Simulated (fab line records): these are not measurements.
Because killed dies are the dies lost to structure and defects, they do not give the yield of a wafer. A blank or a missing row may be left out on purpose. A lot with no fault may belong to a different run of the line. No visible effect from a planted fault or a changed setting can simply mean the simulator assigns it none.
A lot that was struck, set against a sound lot || flow n5-finfet || 21 steps out of a route of 1938
Sound: the wafers L908.2, L908.5, L908.6. Struck: wafers L891.2, L891.3, L891.4. The cause comes at the end.
Per side, at each step with rows, come the tool, then ch with its chambers, and then its first start. Under that, the readings that differ: sound wafers || struck wafers || difference of the means || sigmas: that difference in standard deviations of wafers without a fault.
alike: same words and numbers on both sides, and readings whose means sit less than 2 such deviations apart. not compared: any withheld reading, any reading some wafer has no value for, any bound like >300 that may hide the same value, and any number with overlapping values for which the record gives no deviation.
A row with sigmas, a row that says differs or no value, or rows on one side alone: a step with any of these is where the two part. Non-overlapping numbers with no deviation appear without sigmas and do not part them. Lack of a reading on every wafer of one side parts them only where that side has two or more wafers.

first, 8 steps without rows for these wafers: N5_BEOL_M14_DESCUM_15 (chemistry O2, time 7.9 s); N5_BEOL_M14_ETCH_59 (etches BARC in N2/H2, target depth 89 nm, overetch 26.7 nm, time 67.9 s); N5_BEOL_M14_VIA_ETCH_16 (etches SiO2 in C4F8/O2/Ar, target depth 1231.3 nm); N5_BEOL_M14_STRIP_63 (strips in O2); N5_BEOL_M14_STRIP_64 (strips in O2); N5_BEOL_M14_STRIP_71 (strips in post etch residue remover, time 60 s); N5_BEOL_M14_SRD_72 (time 30 s, dry time 30 s); N5_BEOL_M14_COAT_65 (time 60 s, resist thk 450 nm).
N5_BEOL_M14_COAT_66: time 60 s, resist thk 110 nm.
  sound on litho-track-03 ch 0, day 16 05:12; struck on litho-track-01 ch 0, day 12 02:57
{"reading": "spin-speed-rpm (rpm)", "sound": "1500.2 1499.2 1498.6", "struck": "1563.8 1564.4 1563.0", "difference": "+64.4", "sigmas": "+69"}
{"reading": "model.SiARC_of_BEOL_M14_COAT_66.thk-nm (nm)", "sound": "110.8 110.2 110.6", "struck": "106.8 106.8 107", "difference": -3.7, "sigmas": ""}
  alike: resist-line-temp-C
then, 8 steps without rows for these wafers: N5_BEOL_M14_COAT_22 (resist thk 300 nm); N5_BEOL_M14_EBR_24; N5_BEOL_M14_SOFTBAKE_23 (time 60 s); N5_BEOL_M14_EXPOSE_25 (exposes mask M14, target cd 280 nm); N5_BEOL_M14_PEB_26 (peb time 90 s); N5_BEOL_M14_DEVELOP_27 (develop time 45 s); N5_BEOL_M14_HARDBAKE_32 (time 120 s); N5_BEOL_M14_DESCUM_33 (chemistry O2, time 7.9 s).
N5_BEOL_M14_ETCH_67: etches SiARC in CF4, target depth 143 nm, time 238.3 s.
  sound on rie-diel-05 ch 1,2, day 16 05:37; struck on rie-diel-06 ch 1,2,3, day 12 03:50
{"reading": "etch-rf-on-time-s (s)", "sound": "250 234 251", "struck": "220 241 230", "difference": -15, "sigmas": -2}
{"reading": "model.etch.depth-nm (nm)", "sound": "110.8 110.1 110.6", "struck": "106.7 106.8 107", "difference": -3.7, "sigmas": ""}
{"reading": "model.coat_of_BEOL_M14_COAT_22.thk-nm (nm)", "sound": "209.8 211.2 211.4", "struck": "212.2 212 211.8", "difference": "+1.2", "sigmas": ""}
  alike: drypump-motor-current-A, oes-product-au, rf-vpp-V, showerhead-plenum-p-Torr, throttle-valve-pct
  not compared: rf-hours-counter-h
N5_BEOL_M14_ETCH_68: etches SOC in N2/H2, time 450 s.
  sound on rie-diel-05 ch 1,2, day 16 05:46; struck on rie-diel-06 ch 1,2,3, day 12 03:59
{"reading": "model.SiARC_of_BEOL_M14_COAT_66.thk-nm (nm)", "sound": "68 65.4 68", "struck": "61 62.6 62.6", "difference": -5, "sigmas": ""}
  alike: drypump-motor-current-A, oes-product-au, rf-vpp-V, showerhead-plenum-p-Torr, throttle-valve-pct
  not compared: rf-hours-counter-h
then, 1 step without rows for these wafers: N5_BEOL_M14_STRIP_69 (strips in N2/H2).
N5_PASSIVATION_PROBE_49:
  sound on prober-02, day 17 10:59; struck on prober-02, day 13 03:35
  alike: defect-limited-yield, killed_at_M0_to_M3, killed_at_M4_up, killed-at-contacts, killed-at-front-end, killed-at-other, killed-dies, killed-on-rim, killed-open, killed-short, sort_bin_4_leakage, sort_bin_5_function, sort_bin_6_memory, sort_bin_8_speed, sort-n-pass, sort-yield-pct

WHERE THEY PART
Last at N5_BEOL_M14_ETCH_67 as far as this record goes, first at N5_BEOL_M14_COAT_66. Later steps at which nothing parts them and some readings are alike: N5_BEOL_M14_ETCH_68, N5_PASSIVATION_PROBE_49.

WHY: whatever the simulator had introduced
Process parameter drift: litho-track-01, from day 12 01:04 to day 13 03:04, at N5_BEOL_M14_COAT_66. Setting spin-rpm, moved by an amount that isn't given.
